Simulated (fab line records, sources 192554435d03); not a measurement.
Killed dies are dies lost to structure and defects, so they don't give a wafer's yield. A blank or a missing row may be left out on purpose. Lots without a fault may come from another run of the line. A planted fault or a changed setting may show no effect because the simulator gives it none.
fab line records | flow n5_finfet
record lots=24 wafers=72 last_day=20
route steps=1938 shown HKMG_FIN@398 GATE_CUT@465
lots that met no fault: from a run of the same line without faults
start_h: hours from the record's first day to the start of the lot's first wafer shown | wait_h: hours since the lot's step before | " the same as in the row above | L1.1+2: a row that stands for several wafers | - no value, or no start given | * or withheld: withheld | < > ~ a bound
route shown NAME@n: a module of which the file shows steps, and the number in the route of the first | usual: mean/standard deviation of fault-free wafers | same: alike in all rows | chamber/n: place in a boat | sites: the reading at each site | _std_site: their standard deviation | _edge_site: outer sites' mean less inner sites' | radius_mm: how far each site lies from the wafer's centre | mask NAME#n: copy n | behind: the tool/chamber that last shaped the wafer | hold: why the lot was held/for how many hours/how that ended | device: the transistor (n, p or np) that didn't switch | end of line: the same wafers' tests at the end of the route | a step without rows: its recipe alone | killed: dies lost to structure and defects at the first sort, not the wafer's yield | map: a wafer's dies, x killed, . not, _ none there
set.NAME: the setting as run; set.NAME@STEP: as run at that earlier step | model.NAME: the simulator's own value behind a step, which no gauge read
steps of the route over a sample of lots; a table a step, a row a wafer
services: from which hour (start_h, from the record's first day; less than 0 if before it) a tool's chamber was out of use, for how many hours, and why
## steps
# step N5_HKMG_FIN_CD_MEAS_49
# recipe target_cd_nm=202 landing_energy_ev=500 detector=se_inlens polarity=opening
# usual cd_nm=202.1/0.63
# columns lot.wafer tool chamber start_h wait_h cd_nm
L074.2 cd_sem-02 0 73.03 - 203.4
L074.3 " 0 " " 202.2
L074.5 " 0 " " 202.9
L075.1 cd_sem-03 0 81.47 - 202.1
L075.5 " 0 " " 201.6
L075.6 " 0 " " 201.7
L076.2 cd_sem-01 0 85.52 - 201.6
L076.3 " 0 " " 201.9
L076.5 " 0 " " 202.8
L077.4 cd_sem-02 0 90.37 - 202.2
L077.5 " 0 " " 203.0
L077.6 " 0 " " 202.3
L078.1 cd_sem-01 0 96.60 - 201.8
L078.2 " 0 " " 202.2
L078.6 " 0 " " 202.1
L079.3 cd_sem-01 0 102.96 - 201.9
L079.5 " 0 " " 202.1
L079.6 " 0 " " 201.4
L080.3 cd_sem-01 0 110.90 - 201.9
L080.4 " 0 " " 202.8
L080.6 " 0 " " 203.1
L081.2 cd_sem-03 0 116.65 - 201.3
L081.5 " 0 " " 201.2
L081.6 " 0 " " 200.5
L082.2 cd_sem-02 0 120.59 - 201.7
L082.4 " 0 " " 201.5
L082.5 " 0 " " 201.9
L083.2 cd_sem-02 0 127.94 - 203.5
L083.5 " 0 " " 202.8
L083.6 " 0 " " 203.4
L084.1 cd_sem-03 0 132.18 - 201.6
L084.3 " 0 " " 201.3
L084.4 " 0 " " 201.9
L085.1 cd_sem-02 0 136.43 - 202.0
L085.2 " 0 " " 202.1
L085.5 " 0 " " 202.6
L086.2 cd_sem-03 0 145.69 - 203.1
L086.4 " 0 " " 202.7
L086.6 " 0 " " 202.4
L087.2 cd_sem-02 0 152.32 - 201.7
L087.5 " 0 " " 202.1
L087.6 " 0 " " 201.7
L088.1 cd_sem-03 0 155.16 - 201.5
L088.2 " 0 " " 201.6
L088.4 " 0 " " 202.2
L089.1 cd_sem-01 0 161.90 - 201.2
L089.2 " 0 " " 201.4
L089.6 " 0 " " 201.4
L090.2 cd_sem-02 0 171.03 - 202.3
L090.4 " 0 " " 203.5
L090.6 " 0 " " 201.9
L091.2 cd_sem-01 0 174.10 - 202.0
L091.4 " 0 " " 202.0
L091.6 " 0 " " 202.3
L092.3 cd_sem-03 0 179.43 - 201.6
L092.4 " 0 " " 202.0
L092.5 " 0 " " 201.7
L093.1 cd_sem-01 0 188.27 - 201.4
L093.2 " 0 " " 201.8
L093.5 " 0 " " 201.5
L094.2 cd_sem-02 0 195.98 - 201.2
L094.3 " 0 " " 202.1
L094.5 " 0 " " 202.2
L095.1 cd_sem-03 0 198.73 - 201.5
L095.4 " 0 " " 202.1
L095.5 " 0 " " 202.4
L096.1 cd_sem-02 0 204.27 - 202.3
L096.4 " 0 " " 202.0
L096.6 " 0 " " 202.0
L097.1 cd_sem-03 0 213.78 - 202.9
L097.4 " 0 " " 202.3
L097.6 " 0 " " 202.5
# step N5_HKMG_FIN_STRIP_60
# recipe chemistry=N2/H2 power_w=2500 temp_c=300 h2_frac=0.65 time_s=360 pressure_mtorr=withheld n2_flow_sccm=1750 h2_flow_sccm=3250
# usual drypump_motor_current_A=5.7/0.67 heater_power_w=457/71
# columns lot.wafer tool chamber start_h wait_h drypump_motor_current_A heater_power_w rf_hours_counter_h
L074.2 plasma_asher-02 1 73.99 0.0 6.5 569 86
L074.3 " 1 " " 6.5 563 -
L074.5 " 0 " " 6.1 372 -
L075.1 plasma_asher-01 1 82.44 0.0 4.7 489 37
L075.5 " 0 " " 5.8 396 -
L075.6 " 1 " " 4.7 475 -
L076.2 plasma_asher-01 0 86.49 0.0 5.8 403 38
L076.3 " 1 " " 4.7 468 -
L076.5 " 0 " " 5.8 400 -
L077.4 plasma_asher-01 1 91.57 0.2 4.7 476 -
L077.5 " 1 " " 4.7 474 -
L077.6 " 0 " " 5.8 393 -
L078.1 plasma_asher-02 1 97.57 0.0 6.5 589 90
L078.2 " 0 " " 6.1 390 90
L078.6 " 1 " " 6.5 583 -
L079.3 plasma_asher-02 0 104.39 0.1 6.1 380 -
L079.5 " 0 " " 6.1 394 -
L079.6 " 1 " " 6.5 576 -
L080.3 plasma_asher-01 1 112.19 0.1 4.8 473 -
L080.4 " 0 " " 5.8 400 -
L080.6 " 1 " " 4.7 479 -
L081.2 plasma_asher-01 1 117.74 0.0 4.7 484 47
L081.5 " 0 " " 5.8 397 -
L081.6 " 1 " " 4.7 468 -
L082.2 plasma_asher-01 1 121.56 0.0 4.7 478 47
L082.4 " 0 " " 5.8 402 -
L082.5 " 0 " " 5.8 395 -
L083.2 plasma_asher-02 0 128.91 0.0 6.1 387 95
L083.5 " 0 " " 6.1 397 -
L083.6 " 1 " " 6.5 572 -
L084.1 plasma_asher-02 0 133.32 0.0 6.1 384 95
L084.3 " 0 " " 6.1 388 -
L084.4 " 1 " " 6.5 562 -
L085.1 plasma_asher-02 1 137.41 0.0 6.5 574 96
L085.2 " 0 " " 6.1 394 96
L085.5 " 0 " " 6.1 394 -
L086.2 plasma_asher-01 0 146.65 0.0 5.8 400 53
L086.4 " 1 " " 4.7 480 -
L086.6 " 1 " " 4.7 478 -
L087.2 plasma_asher-01 1 153.29 0.0 4.7 472 55
L087.5 " 0 " " 5.8 396 -
L087.6 " 1 " " 4.7 479 -
L088.1 plasma_asher-01 0 156.13 0.0 5.8 396 55
L088.2 " 1 " " 4.7 479 55
L088.4 " 0 " " 5.8 398 -
L089.1 plasma_asher-01 0 162.87 0.0 5.8 410 56
L089.2 " 1 " " 4.7 490 56
L089.6 " 1 " " 4.7 473 -
L090.2 plasma_asher-02 0 172.31 0.0 6.1 380 102
L090.4 " 1 " " 6.5 577 -
L090.6 " 1 " " 6.5 574 -
L091.2 plasma_asher-01 1 175.08 0.0 4.7 475 58
L091.4 " 1 " " 4.7 487 -
L091.6 " 0 " " 5.8 401 -
L092.3 plasma_asher-02 0 180.58 0.1 6.1 382 -
L092.4 " 1 " " 6.5 582 -
L092.5 " 0 " " 6.1 384 -
L093.1 plasma_asher-02 1 189.23 0.0 6.5 569 106
L093.2 " 0 " " 6.1 373 106
L093.5 " 0 " " 6.1 385 -
L094.2 plasma_asher-01 1 196.94 0.0 4.7 469 63
L094.3 " 0 " " 5.8 394 -
L094.5 " 1 " " 4.7 475 -
L095.1 plasma_asher-01 0 199.74 0.0 5.8 405 63
L095.4 " 1 " " 4.7 491 -
L095.5 " 0 " " 5.8 401 -
L096.1 plasma_asher-01 1 205.27 0.0 4.8 463 65
L096.4 " 0 " " 5.8 401 -
L096.6 " 0 " " 5.8 398 -
L097.1 plasma_asher-02 1 214.75 0.0 6.5 580 110
L097.4 " 1 " " 6.5 572 -
L097.6 " 1 " " 6.5 575 -
# step N5_HKMG_FIN_ALD_36
# recipe material=TiN target_thk_a=10 temp_c=400 ald_precursor_family=TiCl4 ald_co_reactant=NH3 pulse_time_s=1 purge_time_s=3 co_reactant_purge_time_s=2 co_reactant_pulse_time_s=2 ald_cycles=47 pressure_torr=3
# usual heater_power_w=920/61 precursor_pulse_height_rel=1.001/0.018
# same pulse_time_s=1
# columns lot.wafer tool chamber start_h wait_h heater_power_w precursor_pulse_height_rel
L074.2 ald_metal-02 0 75.26 0.0 838 0.982
L074.3 " 1 " " 942 0.972
L074.5 " 0 " " 844 1.016
L075.1 ald_metal-04 1 83.73 0.0 1032 0.987
L075.5 " 3 " " 803 1.021
L075.6 " 0 " " 1015 0.992
L076.2 ald_metal-02 3 88.00 0.0 892 1.001
L076.3 " 2 " " 962 0.970
L076.5 " 1 " " 910 0.989
L077.4 ald_metal-04 0 92.72 0.0 965 1.004
L077.5 " 1 " " 1046 0.977
L077.6 " 0 " " 957 1.001
L078.1 ald_metal-02 0 98.82 0.0 845 1.015
L078.2 " 3 " " 900 0.999
L078.6 " 2 " " 996 0.991
L079.3 ald_metal-03 2 105.52 0.0 944 0.995
L079.5 " 3 " " 923 0.985
L079.6 " 0 " " 882 1.018
L080.3 ald_metal-02 1 113.32 0.0 915 1.004
L080.4 " 3 " " 910 1.025
L080.6 " 0 " " 851 1.007
L081.2 ald_metal-03 3 118.99 0.0 919 0.995
L081.5 " 2 " " 967 1.003
L081.6 " 1 " " 930 1.010
L082.2 ald_metal-02 3 122.81 0.0 895 1.005
L082.4 " 2 " " 983 1.024
L082.5 " 1 " " 940 0.995
L083.2 ald_metal-04 0 130.31 0.0 957 0.975
L083.5 " 0 " " 969 1.018
L083.6 " 1 " " 1030 1.042
L084.1 ald_metal-04 0 134.58 0.0 945 1.025
L084.3 " 3 " " 808 0.972
L084.4 " 1 " " 1046 0.980
L085.1 ald_metal-04 2 138.78 0.1 884 0.997
L085.2 " 3 " " 780 0.984
L085.5 " 1 " " 1044 1.007
L086.2 ald_metal-03 1 147.90 0.0 933 0.995
L086.4 " 3 " " 921 1.027
L086.6 " 0 " " 899 1.000
L087.2 ald_metal-02 3 154.55 0.0 922 0.998
L087.5 " 1 " " 921 0.998
L087.6 " 2 " " 954 0.990
L088.1 ald_metal-02 1 157.37 0.0 916 1.007
L088.2 " 2 " " 987 1.012
L088.4 " 0 " " 845 0.994
L089.1 ald_metal-04 1 164.11 0.0 1044 0.996
L089.2 " 3 " " 791 0.988
L089.6 " 2 " " 892 0.999
L090.2 ald_metal-02 0 173.66 0.0 829 1.010
L090.4 " 1 " " 919 1.002
L090.6 " 1 " " 960 0.975
L091.2 ald_metal-03 0 176.59 0.0 903 1.006
L091.4 " 3 " " 903 1.042
L091.6 " 0 " " 879 1.016
L092.3 ald_metal-03 0 181.96 0.0 926 0.996
L092.4 " 1 " " 942 1.045
L092.5 " 2 " " 936 1.030
L093.1 ald_metal-03 1 190.63 0.0 926 0.992
L093.2 " 2 " " 939 0.982
L093.5 " 3 " " 895 0.972
L094.2 ald_metal-02 1 198.24 0.0 939 0.986
L094.3 " 3 " " 906 0.987
L094.5 " 1 " " 910 1.012
L095.1 ald_metal-03 2 201.04 0.0 967 0.962
L095.4 " 1 " " 943 1.005
L095.5 " 2 " " 945 0.976
L096.1 ald_metal-03 0 206.52 0.0 935 1.001
L096.4 " 0 " " 921 1.012
L096.6 " 1 " " 918 0.995
L097.1 ald_metal-04 0 216.01 0.0 945 1.025
L097.4 " 3 " " 796 1.020
L097.6 " 2 " " 882 0.987
# step N5_HKMG_FIN_CD_MEAS_12
# recipe target_cd_nm=92.8 landing_energy_ev=500 detector=se_inlens
# usual cd_nm=92.6/0.56
# columns lot.wafer tool chamber start_h wait_h cd_nm
L074.2 cd_sem-02 0 76.41 - 92.7
L074.3 " 0 " " 92.4
L074.5 " 0 " " 92.3
L075.1 cd_sem-03 0 84.79 - 92.2
L075.5 " 0 " " 91.6
L075.6 " 0 " " 92.2
L076.2 cd_sem-03 0 89.26 - 92.3
L076.3 " 0 " " 91.5
L076.5 " 0 " " 92.2
L077.4 cd_sem-03 0 93.89 - 92.2
L077.5 " 0 " " 94.0
L077.6 " 0 " " 92.9
L078.1 cd_sem-03 0 99.97 - 92.9
L078.2 " 0 " " 92.4
L078.6 " 0 " " 92.7
L079.3 cd_sem-02 0 106.67 - 92.3
L079.5 " 0 " " 92.1
L079.6 " 0 " " 92.5
L080.3 cd_sem-01 0 114.55 - 92.3
L080.4 " 0 " " 93.2
L080.6 " 0 " " 93.3
L081.2 cd_sem-03 0 120.03 - 92.8
L081.5 " 0 " " 92.2
L081.6 " 0 " " 93.1
L082.2 cd_sem-01 0 123.90 - 92.7
L082.4 " 0 " " 92.6
L082.5 " 0 " " 92.7
L083.2 cd_sem-02 0 131.46 - 92.4
L083.5 " 0 " " 92.4
L083.6 " 0 " " 92.7
L084.1 cd_sem-02 0 135.83 - 92.5
L084.3 " 0 " " 92.5
L084.4 " 0 " " 92.4
L085.1 cd_sem-01 0 139.94 - 92.5
L085.2 " 0 " " 92.9
L085.5 " 0 " " 93.5
L086.2 cd_sem-01 0 149.06 - 93.0
L086.4 " 0 " " 93.0
L086.6 " 0 " " 92.9
L087.2 cd_sem-02 0 155.72 - 91.7
L087.5 " 0 " " 91.7
L087.6 " 0 " " 91.3
L088.1 cd_sem-02 0 158.53 - 92.9
L088.2 " 0 " " 92.7
L088.4 " 0 " " 92.5
L089.1 cd_sem-02 0 165.27 - 93.5
L089.2 " 0 " " 93.4
L089.6 " 0 " " 92.8
L090.2 cd_sem-03 0 174.82 - 91.7
L090.4 " 0 " " 92.0
L090.6 " 0 " " 92.1
L091.2 cd_sem-02 0 177.75 - 91.6
L091.4 " 0 " " 92.2
L091.6 " 0 " " 91.8
L092.3 cd_sem-02 0 183.00 - 92.8
L092.4 " 0 " " 93.4
L092.5 " 0 " " 92.7
L093.1 cd_sem-02 0 191.79 - 92.4
L093.2 " 0 " " 92.0
L093.5 " 0 " " 92.3
L094.2 cd_sem-01 0 199.27 - 93.4
L094.3 " 0 " " 93.1
L094.5 " 0 " " 93.2
L095.1 cd_sem-03 0 202.20 - 91.6
L095.4 " 0 " " 92.5
L095.5 " 0 " " 92.5
L096.1 cd_sem-03 0 207.55 - 92.0
L096.4 " 0 " " 93.0
L096.6 " 0 " " 93.0
L097.1 cd_sem-01 0 217.17 - 93.0
L097.4 " 0 " " 92.7
L097.6 " 0 " " 93.0
# step N5_HKMG_FIN_ETCH_67
# recipe chemistry=N2/H2 target=SOC target_depth_a=3889 stop_on=TiN ion_energy_ev=100 bias_w=61 pressure_mtorr=30 source_w=850 n2_flow_sccm=200 h2_flow_sccm=200
# usual drypump_motor_current_A=5.51/0.23 oes_product_au=0.79/0.072 rf_vpp_V=240.7/1.4 showerhead_plenum_p_Torr=2.54/0.079 throttle_valve_pct=17.74/0.22
# columns lot.wafer tool chamber start_h wait_h drypump_motor_current_A oes_product_au rf_hours_counter_h rf_vpp_V showerhead_plenum_p_Torr throttle_valve_pct
L074.2 rie_diel-06 0 78.90 - 5.55 0.76 145 239.5 2.43 17.89
L074.3 " 2 " " 5.26 0.74 155 241.0 2.54 17.56
L074.5 " 0 " " 5.55 0.76 - 238.6 2.43 17.90
L075.1 rie_diel-05 1 87.48 - 5.52 0.69 224 243.2 2.62 18.10
L075.5 " 0 " " 5.13 0.76 - 242.0 2.65 18.04
L075.6 " 1 " " 5.52 0.69 - 242.1 2.62 18.12
L076.2 rie_diel-03 2 91.80 - 5.59 0.77 114 239.2 2.35 17.76
L076.3 " 3 " " 5.28 0.90 19 240.1 2.59 17.91
L076.5 " 3 " " 5.28 0.90 - 241.6 2.59 17.93
L077.4 rie_diel-03 2 96.37 - 5.62 0.77 116 237.9 2.35 17.76
L077.5 " 2 " " 5.61 0.77 - 236.2 2.35 17.76
L077.6 " 1 " " 5.46 0.94 - 241.9 2.59 17.37
L078.1 rie_diel-06 2 102.48 - 5.30 0.74 163 240.6 2.54 17.56
L078.2 " 3 " " 5.34 0.82 98 240.2 2.57 17.93
L078.6 " 3 " " 5.34 0.82 - 240.3 2.57 17.91
L079.3 rie_diel-06 0 109.35 - 5.54 0.75 155 239.6 2.43 17.92
L079.5 " 2 " " 5.28 0.74 - 241.4 2.54 17.56
L079.6 " 1 " " 5.86 0.82 - 241.8 2.58 17.45
L080.3 rie_diel-03 1 117.18 - 5.44 0.93 18 242.3 2.59 17.38
L080.4 " 0 " " 5.47 0.73 144 241.1 2.55 17.70
L080.6 " 1 " " 5.44 0.91 - 239.6 2.59 17.37
L081.2 rie_diel-06 2 122.51 - 5.25 0.73 171 240.4 2.53 17.58
L081.5 " 1 " " 5.86 0.82 - 241.4 2.58 17.43
L081.6 " 0 " " 5.52 0.75 - 240.6 2.42 17.92
L082.2 rie_diel-03 3 126.47 - 5.29 0.87 30 240.7 2.59 17.94
L082.4 " 2 " " 5.62 0.76 126 238.0 2.34 17.79
L082.5 " 2 " " 5.61 0.76 - 237.6 2.35 17.77
L083.2 rie_diel-06 1 134.23 - 5.88 0.81 70 241.0 2.58 17.43
L083.5 " 1 " " 5.87 0.82 - 242.7 2.58 17.44
L083.6 " 0 " " 5.50 0.74 - 239.5 2.42 17.92
L084.1 rie_diel-05 1 138.66 - 5.54 0.69 242 242.6 2.61 18.15
L084.3 " 3 " " 5.59 0.93 16 241.9 2.60 17.60
L084.4 " 2 " " 5.90 0.72 183 239.8 2.53 17.60
L085.1 rie_diel-06 3 142.43 - 5.35 0.79 114 240.2 2.56 17.95
L085.2 " 1 " " 5.85 0.81 73 240.2 2.57 17.46
L085.5 " 1 " " 5.87 0.80 - 241.2 2.57 17.45
L086.2 rie_diel-03 2 151.96 - 5.64 0.75 136 238.7 2.34 17.78
L086.4 " 1 " " 5.47 0.89 32 241.7 2.58 17.41
L086.6 " 3 " " 5.29 0.86 - 240.9 2.58 17.94
L087.2 rie_diel-06 3 158.21 - 5.34 0.80 119 241.5 2.56 17.96
L087.5 " 3 " " 5.36 0.79 - 240.3 2.56 17.96
L087.6 " 2 " " 5.30 0.73 - 242.6 2.53 17.59
L088.1 rie_diel-05 3 161.04 - 5.61 0.91 24 241.8 2.60 17.62
L088.2 " 2 " " 5.90 0.72 191 240.5 2.53 17.61
L088.4 " 1 " " 5.54 0.68 249 241.8 2.61 18.15
L089.1 rie_diel-06 0 168.17 - 5.50 0.74 176 239.4 2.42 17.96
L089.2 " 2 " " 5.27 0.72 188 239.0 2.53 17.59
L089.6 " 1 " " 5.85 0.80 - 240.1 2.57 17.46
L090.2 rie_diel-06 0 177.58 - 5.53 0.74 180 239.9 2.42 17.96
L090.4 " 2 " " 5.28 0.72 193 240.3 2.52 17.62
L090.6 " 1 " " 5.84 0.79 - 240.5 2.57 17.46
L091.2 rie_diel-03 0 180.89 - 5.41 0.72 165 241.0 2.54 17.74
L091.4 " 2 " " 5.60 0.74 147 238.9 2.34 17.80
L091.6 " 0 " " 5.44 0.73 - 240.4 2.54 17.75
L092.3 rie_diel-03 1 185.49 - 5.43 0.87 44 241.7 2.58 17.43
L092.4 " 0 " " 5.44 0.72 167 240.0 2.54 17.73
L092.5 " 3 " " 5.29 0.85 - 240.0 2.58 17.97
L093.1 rie_diel-05 3 194.27 - 5.62 0.90 38 241.1 2.59 17.64
L093.2 " 1 " " 5.58 0.96 4 240.9 2.61 17.76
L093.5 " 3 " " 5.62 0.89 - 240.0 2.59 17.62
L094.2 rie_diel-05 2 202.08 - 5.90 0.70 208 240.1 2.52 17.66
L094.3 " 1 " " 5.55 0.94 7 242.7 2.60 17.75
L094.5 " 1 " " 5.55 0.94 - 242.5 2.61 17.77
L095.1 rie_diel-05 1 204.83 - 5.55 0.94 8 242.1 2.60 17.76
L095.4 " 2 " " 5.93 0.70 209 240.3 2.52 17.66
L095.5 " 3 " " 5.64 0.89 - 240.2 2.59 17.64
L096.1 rie_diel-06 2 210.17 - 5.30 0.71 203 239.9 2.52 17.63
L096.4 " 0 " " 5.55 0.73 191 240.3 2.41 18.00
L096.6 " 2 " " 5.28 0.70 - 239.8 2.52 17.64
L097.1 rie_diel-05 2 219.94 - 5.93 0.69 213 239.6 2.52 17.67
L097.4 " 0 " " 5.13 0.72 182 241.7 2.63 18.12
L097.6 " 2 " " 5.93 0.70 - 240.6 2.52 17.67
# step N5_GATE_CUT_ETCHBACK_00
# recipe chemistry=SF6/Cl2 target=W pressure_mtorr=8 icp_w=900 bias_w=80 SF6_flow_sccm=40 Cl2_flow_sccm=60
# usual drypump_motor_current_A=5.5/0.44 he_backside_leak_sccm=3.45/0.28 oes_product_au=0.74/0.1 throttle_valve_pct=27.44/0.15
# columns lot.wafer tool chamber start_h wait_h drypump_motor_current_A he_backside_leak_sccm oes_product_au rf_hours_counter_h throttle_valve_pct
L074.2 rie_metal-03 0 80.93 0.0 6.0 3.41 0.64 105 27.48
L074.3 " 1 " " 5.4 3.16 0.83 - 27.60
L074.5 " 1 " " 5.4 3.18 0.83 - 27.61
L075.1 rie_metal-01 1 89.50 0.0 5.0 3.78 0.61 122 27.58
L075.5 " 1 " " 5.0 3.60 0.61 - 27.57
L075.6 " 0 " " 5.0 3.46 0.90 - 27.34
L076.2 rie_metal-02 1 93.82 0.0 5.0 3.30 0.67 91 27.17
L076.3 " 0 " " 6.1 3.48 0.89 - 27.40
L076.5 " 0 " " 6.1 3.58 0.89 - 27.39
L077.4 rie_metal-03 1 98.43 0.1 5.4 3.28 0.84 - 27.62
L077.5 " 0 " " 5.9 3.52 0.64 - 27.45
L077.6 " 1 " " 5.4 3.21 0.84 - 27.63
L078.1 rie_metal-02 0 104.75 0.0 6.1 3.55 0.88 16 27.39
L078.2 " 1 " " 5.0 3.34 0.67 92 27.16
L078.6 " 0 " " 6.1 3.49 0.88 - 27.40
L079.3 rie_metal-02 1 111.63 0.1 5.0 3.28 0.66 - 27.16
L079.5 " 1 " " 5.0 3.36 0.68 - 27.17
L079.6 " 0 " " 6.1 3.53 0.87 - 27.40
L080.3 rie_metal-01 0 119.24 0.1 5.0 3.57 0.88 - 27.33
L080.4 " 1 " " 5.0 3.70 0.61 - 27.57
L080.6 " 0 " " 5.0 3.63 0.88 - 27.37
L081.2 rie_metal-03 1 124.53 0.0 5.4 3.33 0.82 30 27.64
L081.5 " 1 " " 5.4 3.20 0.82 - 27.62
L081.6 " 0 " " 6.0 3.44 0.64 - 27.45
L082.2 rie_metal-03 1 128.50 0.0 5.4 3.33 0.81 30 27.63
L082.4 " 1 " " 5.4 3.09 0.81 - 27.61
L082.5 " 1 " " 5.4 3.23 0.81 - 27.62
L083.2 rie_metal-02 0 136.79 0.0 6.0 3.27 0.86 19 27.38
L083.5 " 1 " " 5.0 3.28 0.67 - 27.16
L083.6 " 0 " " 6.1 3.43 0.87 - 27.41
L084.1 rie_metal-03 0 140.84 0.0 6.0 3.51 0.63 111 27.46
L084.3 " 0 " " 6.0 3.25 0.63 - 27.46
L084.4 " 1 " " 5.4 3.40 0.82 - 27.64
L085.1 rie_metal-03 0 144.46 0.0 6.0 3.33 0.63 112 27.45
L085.2 " 1 " " 5.4 3.27 0.81 32 27.63
L085.5 " 0 " " 5.9 3.49 0.63 - 27.45
L086.2 rie_metal-03 0 153.98 0.0 6.0 3.53 0.62 112 27.46
L086.4 " 0 " " 5.9 3.41 0.63 - 27.45
L086.6 " 1 " " 5.4 3.34 0.81 - 27.62
L087.2 rie_metal-02 1 160.23 0.0 5.0 3.32 0.66 97 27.17
L087.5 " 0 " " 6.1 3.62 0.85 - 27.39
L087.6 " 1 " " 5.0 3.52 0.67 - 27.18
L088.1 rie_metal-03 1 163.06 0.0 5.4 3.25 0.81 33 27.63
L088.2 " 0 " " 6.0 3.42 0.63 113 27.47
L088.4 " 0 " " 5.9 3.42 0.63 - 27.46
L089.1 rie_metal-02 1 170.20 0.0 5.0 3.40 0.66 98 27.17
L089.2 " 0 " " 6.1 3.53 0.85 21 27.41
L089.6 " 1 " " 5.0 3.35 0.66 - 27.18
L090.2 rie_metal-02 1 179.64 0.0 5.0 3.54 0.67 99 27.17
L090.4 " 1 " " 5.0 3.50 0.66 - 27.17
L090.6 " 0 " " 6.1 3.56 0.85 - 27.41
L091.2 rie_metal-01 0 182.97 0.0 5.0 3.61 0.84 23 27.38
L091.4 " 0 " " 5.0 3.64 0.85 - 27.38
L091.6 " 0 " " 5.0 3.61 0.85 - 27.36
L092.3 rie_metal-01 0 187.55 0.1 5.0 3.61 0.84 - 27.35
L092.4 " 1 " " 5.0 3.66 0.60 - 27.58
L092.5 " 1 " " 5.0 3.81 0.60 - 27.59
L093.1 rie_metal-02 0 196.29 0.0 6.1 3.39 0.84 24 27.42
L093.2 " 1 " " 5.0 3.42 0.65 100 27.18
L093.5 " 0 " " 6.0 3.56 0.85 - 27.43
L094.2 rie_metal-03 1 204.13 0.0 5.4 3.51 0.80 37 27.64
L094.3 " 1 " " 5.4 3.35 0.80 - 27.65
L094.5 " 0 " " 5.9 3.42 0.62 - 27.46
L095.1 rie_metal-03 0 206.97 0.0 5.9 3.38 0.62 116 27.47
L095.4 " 0 " " 6.0 3.46 0.62 - 27.46
L095.5 " 0 " " 6.0 3.53 0.62 - 27.48
L096.1 rie_metal-01 0 212.43 0.0 5.0 3.54 0.84 26 27.36
L096.4 " 0 " " 5.0 3.34 0.83 - 27.37
L096.6 " 0 " " 5.0 3.41 0.84 - 27.37
L097.1 rie_metal-03 1 222.09 0.0 5.4 3.15 0.79 38 27.66
L097.4 " 0 " " 6.0 3.45 0.62 - 27.48
L097.6 " 0 " " 6.0 3.49 0.62 - 27.47
## services
# columns tool chamber start_h hours kind
ald_metal-02 - 50.67 0.3 repair
rie_diel-03 2 52.97 7.7 repair
plasma_asher-02 - 60.41 7.1 repair
rie_diel-05 3 74.42 - clean
rie_diel-05 3 74.42 - consumable_replace:focus_ring
rie_diel-05 3 74.42 15.5 scheduled_down
rie_diel-05 3 74.42 15.5 vent_cycle
rie_metal-01 1 92.32 11.1 repair
rie_metal-01 - 92.95 2.8 pm
rie_diel-06 1 110.57 8.0 repair
ald_metal-03 0 116.01 7.5 repair
ald_metal-03 - 125.78 14.6 pm
ald_metal-04 1 151.72 - calibration
rie_metal-01 1 154.16 10.1 repair
rie_diel-05 1 166.89 - clean
rie_diel-05 1 166.89 - consumable_replace:focus_ring
rie_metal-01 - 169.85 1.4 pm
rie_diel-05 2 191.71 1.3 repair
ald_metal-02 2 197.82 5.7 repair
ald_metal-03 3 197.98 31.3 repair
rie_metal-01 1 200.98 - clean
rie_metal-01 1 200.98 15.5 scheduled_down
rie_metal-01 1 200.98 15.5 vent_cycle
ald_metal-03 2 214.74 - calibration
## key
fault none
